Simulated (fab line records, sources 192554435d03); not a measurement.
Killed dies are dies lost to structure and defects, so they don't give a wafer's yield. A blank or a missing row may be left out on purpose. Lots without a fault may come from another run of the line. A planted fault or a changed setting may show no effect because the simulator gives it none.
fab line records | flow n5_finfet
record lots=11 wafers=33 last_day=17
route steps=1938 shown BEOL_M5@1160 PASSIVATION@1936
lots that met no fault: from a run of the same line without faults
start_h: hours from the record's first day to the start of the lot's first wafer shown | wait_h: hours since the lot's step before | " the same as in the row above | L1.1+2: a row that stands for several wafers | - no value, or no start given | * or withheld: withheld | < > ~ a bound
route shown NAME@n: a module of which the file shows steps, and the number in the route of the first | usual: mean/standard deviation of fault-free wafers | same: alike in all rows | chamber/n: place in a boat | sites: the reading at each site | _std_site: their standard deviation | _edge_site: outer sites' mean less inner sites' | radius_mm: how far each site lies from the wafer's centre | mask NAME#n: copy n | behind: the tool/chamber that last shaped the wafer | hold: why the lot was held/for how many hours/how that ended | device: the transistor (n, p or np) that didn't switch | end of line: the same wafers' tests at the end of the route | a step without rows: its recipe alone | killed: dies lost to structure and defects at the first sort, not the wafer's yield | map: a wafer's dies, x killed, . not, _ none there
set.NAME: the setting as run; set.NAME@STEP: as run at that earlier step | model.NAME: the simulator's own value behind a step, which no gauge read
steps of the route over a sample of lots; a table a step, a row a wafer
services: from which hour (start_h, from the record's first day; less than 0 if before it) a tool's chamber was out of use, for how many hours, and why
## steps
# step N5_BEOL_M5_TRENCH_ETCH_37
# recipe chemistry=C4F6/O2 target_depth_a=716.52 target=SiCOH_lowk time_s=24.7 ion_energy_ev=250 pressure_mtorr=30 source_w=345 bias_w=185 Ar_flow_sccm=300 C4F6_flow_sccm=10 O2_flow_sccm=10
# usual drypump_motor_current_A=5.4/0.49 oes_product_au=0.81/0.1 rf_vpp_V=660/11 showerhead_plenum_p_Torr=2.87/0.097 throttle_valve_pct=20.84/0.24
# columns lot.wafer tool chamber start_h wait_h drypump_motor_current_A oes_product_au rf_hours_counter_h rf_vpp_V showerhead_plenum_p_Torr throttle_valve_pct
L361.1 rie_diel-01 0 - - 5.4 0.86 72 668 2.99 20.85
L361.3 " 3 " " 5.7 0.71 189 645 2.94 20.87
L361.6 " 2 " " 5.4 0.72 - 654 2.84 21.09
L362.1 rie_diel-02 1 - - 5.6 0.76 156 659 2.97 21.12
L362.3 " 3 " " 5.0 0.87 39 655 2.79 20.95
L362.6 " 2 " " 5.1 0.71 - 679 2.84 20.83
L365.1 rie_diel-01 3 - - 5.7 0.70 201 645 2.93 20.84
L365.2 " 0 " " 5.4 0.84 86 668 2.99 20.85
L365.5 " 0 " " 5.4 0.84 - 666 2.99 20.85
L368.3 rie_diel-04 0 - - 5.4 0.92 24 666 2.79 20.69
L368.5 " 0 " " 5.4 0.92 - 666 2.79 20.69
L368.6 " 3 " " 5.9 0.69 - 664 2.68 21.14
L367.1 rie_diel-02 0 - - 6.5 0.95 3 639 2.91 20.34
L367.4 " 1 " " 5.6 0.73 169 657 2.96 21.12
L367.5 " 0 " " 6.5 0.96 - 639 2.91 20.36
L369.1 rie_diel-01 2 - - 5.4 0.71 188 652 2.84 21.12
L369.2 " 1 " " 6.0 0.98 9 673 2.80 20.41
L369.5 " 1 " " 6.0 0.98 - 677 2.80 20.41
L378.1 rie_diel-04 3 - - 5.9 0.68 242 661 2.67 21.17
L378.2 " 1 " " 5.1 0.93 22 664 2.90 20.53
L378.6 " 2 " " 4.7 0.85 - 663 3.02 20.86
L381.3 rie_diel-01 1 - - 6.0 0.93 33 675 2.79 20.45
L381.4 " 0 " " 5.3 0.80 110 667 2.97 20.89
L381.5 " 3 " " 5.7 0.68 - 644 2.92 20.92
L382.1 rie_diel-01 2 - - 5.4 0.70 214 652 2.83 21.14
L382.2 " 0 " " 5.3 0.80 112 667 2.97 20.90
L382.6 " 0 " " 5.3 0.80 - 668 2.97 20.91
L383.1 rie_diel-04 0 - - 5.4 0.86 56 666 2.77 20.73
L383.2 " 2 " " 4.7 0.84 65 664 3.02 20.86
L383.5 " 2 " " 4.8 0.84 - 665 3.02 20.89
L384.1 rie_diel-02 3 - - 5.0 0.81 87 655 2.77 21.03
L384.2 " 1 " " 5.6 0.70 200 658 2.95 21.15
L384.5 " 3 " " 5.0 0.81 - 655 2.77 21.03
# step N5_BEOL_M5_PRE_CLEAN_45
# recipe gas=H2/He time_s=30 temp_c=250
# usual heater_power_w=355/51
# columns lot.wafer tool chamber start_h wait_h heater_power_w
L361.1 pvd_sputter-03 - 166.16 0.0 375
L361.3 " - " " 312
L361.6 " - " " 270
L362.1 pvd_sputter-03 - 176.41 0.0 371
L362.3 " - " " 313
L362.6 " - " " 391
L365.1 pvd_sputter-02 - 205.80 0.0 373
L365.2 " - " " 357
L365.5 " - " " 303
L368.3 pvd_sputter-02 - 206.56 0.0 311
L368.5 " - " " 301
L368.6 " - " " 359
L367.1 pvd_sputter-02 - 210.66 0.0 369
L367.4 " - " " 455
L367.5 " - " " 357
L369.1 pvd_sputter-01 - 210.88 0.0 360
L369.2 " - " " 435
L369.5 " - " " 347
L378.1 pvd_sputter-01 - 272.56 0.0 366
L378.2 " - " " 337
L378.6 " - " " 431
L381.3 pvd_sputter-03 - 289.89 0.0 387
L381.4 " - " " 383
L381.5 " - " " 387
L382.1 pvd_sputter-03 - 296.09 0.0 373
L382.2 " - " " 275
L382.6 " - " " 384
L383.1 pvd_sputter-03 - 315.07 0.0 380
L383.2 " - " " 389
L383.5 " - " " 375
L384.1 pvd_sputter-02 - 316.77 0.0 321
L384.2 " - " " 459
L384.5 " - " " 372
# step N5_BEOL_M5_CVD_47
# recipe material=Co target_thk_a=30 temp_c=withheld precursor=CCTBA/H2 pressure_torr=30 time_s=216
# usual run_length_s=238.8/0.4
# columns lot.wafer tool chamber start_h wait_h run_length_s
L361.1 cvd_co-02 0 166.54 0.0 239.3
L361.3 " 1 " " 239.3
L361.6 " 0 " " 238.8
L362.1 cvd_co-02 2 177.11 0.3 239.4
L362.3 " 1 " " 239.1
L362.6 " 1 " " 238.9
L365.1 cvd_co-02 1 206.17 0.0 239.1
L365.2 " 2 " " 238.4
L365.5 " 0 " " 238.5
L368.3 cvd_co-02 2 208.77 0.1 233.0
L368.5 " 0 " " 232.2
L368.6 " 2 " " 232.7
L367.1 cvd_co-02 1 211.16 0.1 232.9
L367.4 " 0 " " 232.4
L367.5 " 1 " " 233.0
L369.1 cvd_co-01 2 211.28 0.1 238.5
L369.2 " 1 " " 239.5
L369.5 " 2 " " 238.6
L378.1 cvd_co-01 0 272.92 0.0 239.1
L378.2 " 1 " " 239.3
L378.6 " 2 " " 238.8
L381.3 cvd_co-02 1 290.28 0.0 239.0
L381.4 " 1 " " 239.6
L381.5 " 0 " " 238.4
L382.1 cvd_co-02 0 296.43 0.0 238.3
L382.2 " 2 " " 238.5
L382.6 " 2 " " 239.0
L383.1 cvd_co-02 2 315.45 0.0 238.6
L383.2 " 1 " " 238.9
L383.5 " 0 " " 238.6
L384.1 cvd_co-01 2 317.21 0.0 238.5
L384.2 " 1 " " 238.5
L384.5 " 1 " " 239.2
# step N5_BEOL_M5_SPUTTER_88
# recipe material=Cu target_thk_a=150 temp_c=-20 chamber_pressure_pa=0.07 power_w=withheld time_s=27.62
# usual throttle_valve_pct=30.3/1.1
# columns lot.wafer tool chamber start_h wait_h throttle_valve_pct
L361.1 pvd_sputter-02 - 169.99 0.5 29.2
L361.3 " - " " 31.4
L361.6 " - " " 29.1
L362.1 pvd_sputter-02 - 181.06 0.5 31.5
L362.3 " - " " 29.9
L362.6 " - " " 29.1
L365.1 pvd_sputter-01 - 209.67 0.5 31.1
L365.2 " - " " 29.7
L365.5 " - " " 31.0
L368.3 pvd_sputter-03 - 212.21 0.5 30.0
L368.5 " - " " 31.9
L368.6 " - " " 30.2
L367.1 pvd_sputter-02 - 214.62 0.5 31.4
L367.4 " - " " 29.9
L367.5 " - " " 29.7
L369.1 pvd_sputter-01 - 214.82 0.5 30.8
L369.2 " - " " 30.9
L369.5 " - " " 30.8
L378.1 pvd_sputter-01 - 276.38 0.5 31.2
L378.2 " - " " 31.2
L378.6 " - " " 30.7
L381.3 pvd_sputter-03 - 293.70 0.5 30.0
L381.4 " - " " 29.2
L381.5 " - " " 30.1
L382.1 pvd_sputter-02 - 299.85 0.5 28.9
L382.2 " - " " 31.7
L382.6 " - " " 29.1
L383.1 pvd_sputter-01 - 319.02 0.5 31.9
L383.2 " - " " 31.0
L383.5 " - " " 30.6
L384.1 pvd_sputter-03 - 320.65 0.5 31.9
L384.2 " - " " 30.2
L384.5 " - " " 31.7
# step N5_PASSIVATION_PROBE_49
# usual defect_limited_yield=91.3/1.5 killed_at_M0_to_M3=34/11 killed_at_M4_up=14/6.1 killed_at_contacts=12/5.9 killed_at_front_end=39/11 killed_at_other=4/3.3 killed_dies=102/18 killed_open=67/13 killed_short=33/7.9 sort_bin_5_function=5.1/1 sort_bin_6_memory=3.3/0.7 sort_bin_8_speed=0.1/0.69 sort_n_pass=1077/19 sort_yield_pct=91.3/1.6
# same gross_dies=1180 killed_at_back_side=0 sort_bin_4_leakage[%]=0
# columns lot.wafer tool chamber start_h wait_h defect_limited_yield[%] killed_at_M0_to_M3 killed_at_M4_up killed_at_contacts killed_at_front_end killed_at_other killed_dies killed_open killed_short sort_bin_5_function[%] sort_bin_6_memory[%] sort_bin_8_speed[%] sort_n_pass sort_yield_pct[%]
L367.1 prober-02 - 299.30 0.0 89.7 37 9 17 55 3 121 71 48 5.7 4.0 0 1059 89.7
L367.4 prober-02 - 299.45 0.2 90.5 30 16 9 55 2 112 71 40 5.3 4.0 0 1068 90.5
L367.5 prober-02 - 299.50 0.2 89.7 34 24 7 50 6 121 83 37 7.2 2.6 0 1059 89.7
L369.1 prober-01 - 306.55 0.0 91.0 38 11 12 41 4 106 70 36 5.0 3.8 0 1074 91.0
L369.2 prober-01 - 306.60 0.1 91.7 21 19 12 40 6 98 71 27 5.2 3.0 0 1082 91.7
L369.5 prober-01 - 306.75 0.2 89.4 29 24 10 60 2 125 96 29 6.4 4.1 0 1055 89.4
# killed by level:class
L367.1 FIN_SAQP:geometric_particle:short=16 FIN_SAQP:geometric_particle:open=12 MOL_CONTACT_COAG:geometric_particle:open=12 STI_FIN_REVEAL:geometric_particle:open=9 BEOL_M3:geometric_particle:open=9 BEOL_M2:geometric_particle:open=6 BEOL_M3:geometric_particle:short=6 MOL_CONTACT_COAG:geometric_particle:short=5
L367.4 FIN_SAQP:geometric_particle:short=12 BEOL_M3:geometric_particle:open=12 STI_FIN_REVEAL:geometric_particle:open=11 FIN_SAQP:geometric_particle:open=9 MOL_CONTACT_COAG:geometric_particle:open=9 GATE_CUT:geometric_particle:short=8 GATE_CUT:geometric_particle:open=6 BEOL_M4:geometric_particle:open=6
L367.5 BEOL_M2:geometric_particle:open=12 FIN_SAQP:geometric_particle:open=9 FIN_SAQP:geometric_particle:short=9 BEOL_M4:geometric_particle:open=9 STI_FIN_REVEAL:geometric_particle:open=6 GATE_CUT:geometric_particle:open=6 BEOL_M0_SAQP:geometric_particle:open=6 MOL_CONTACT_COAG:geometric_particle:open=5
L369.1 MOL_CONTACT_COAG:geometric_particle:open=11 STI_FIN_REVEAL:geometric_particle:open=8 BEOL_M4:geometric_particle:open=8 FIN_SAQP:geometric_particle:short=7 BEOL_M0_SAQP:geometric_particle:short=7 BEOL_M2:geometric_particle:open=7 GATE_CUT:geometric_particle:short=6 BEOL_M3:geometric_particle:open=6
L369.2 MOL_CONTACT_COAG:geometric_particle:open=10 FIN_SAQP:geometric_particle:open=9 BEOL_M5:geometric_particle:open=9 BEOL_M3:geometric_particle:open=7 STARTING-WAFER:geometric_particle:open=6 STI_FIN_REVEAL:geometric_particle:open=5 FIN_SAQP:geometric_particle:short=3 DUMMY_GATE:geometric_particle:open=3
L369.5 FIN_SAQP:geometric_particle:open=25 BEOL_M4:geometric_particle:open=16 STI_FIN_REVEAL:geometric_particle:open=15 BEOL_M3:geometric_particle:open=13 BEOL_M0_SAQP:geometric_particle:short=8 FIN_SAQP:geometric_particle:short=7 MOL_CONTACT_COAG:geometric_particle:open=6 MOL_CONTACT_COAG:geometric_particle:short=4
## services
# columns tool chamber start_h hours kind
cvd_co-01 2 143.50 16.4 repair
rie_diel-01 1 151.64 - clean
rie_diel-01 1 151.64 - consumable_replace:focus_ring
rie_diel-01 1 151.64 17.7 scheduled_down
rie_diel-01 1 151.64 17.7 vent_cycle
cvd_co-01 - 164.81 14.6 pm
rie_diel-04 1 178.16 - clean
rie_diel-04 1 178.16 - consumable_replace:focus_ring
rie_diel-04 1 178.16 17.2 scheduled_down
rie_diel-04 1 178.16 17.2 vent_cycle
rie_diel-02 0 185.57 - clean
rie_diel-02 0 185.57 - consumable_replace:focus_ring
rie_diel-02 0 185.57 15.5 scheduled_down
rie_diel-02 0 185.57 15.5 vent_cycle
rie_diel-01 1 187.31 5.4 repair
cvd_co-01 - 212.47 5.0 repair
rie_diel-02 0 227.10 2.8 repair
rie_diel-02 1 264.14 12.0 repair
pvd_sputter-01 - 290.79 0.8 repair
pvd_sputter-01 - 294.87 7.9 repair
rie_diel-04 3 301.14 - clean
rie_diel-04 3 301.14 - consumable_replace:focus_ring
rie_diel-04 3 301.14 - consumable_replace:showerhead
rie_diel-04 3 301.14 14.8 scheduled_down
## key
first_sign step=N5_BEOL_M5_CVD_47 reading=run_length_s direction=down sigmas=15 usual=* struck=*
effect none on later readings
met_at N5_BEOL_M5_CVD_47
struck_lots L367,L368
not_acting_at N5_BEOL_M5_TRENCH_ETCH_37,N5_BEOL_M5_PRE_CLEAN_45,N5_BEOL_M5_SPUTTER_88
onset_between 206.17 208.77
fault kind=process_parameter_drift tool=cvd_co-02 chamber=- onset_h=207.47 steps=N5_BEOL_M5_CVD_47 channel=time_s offset=* shape=step end_h=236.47 acts_in=* stated=*
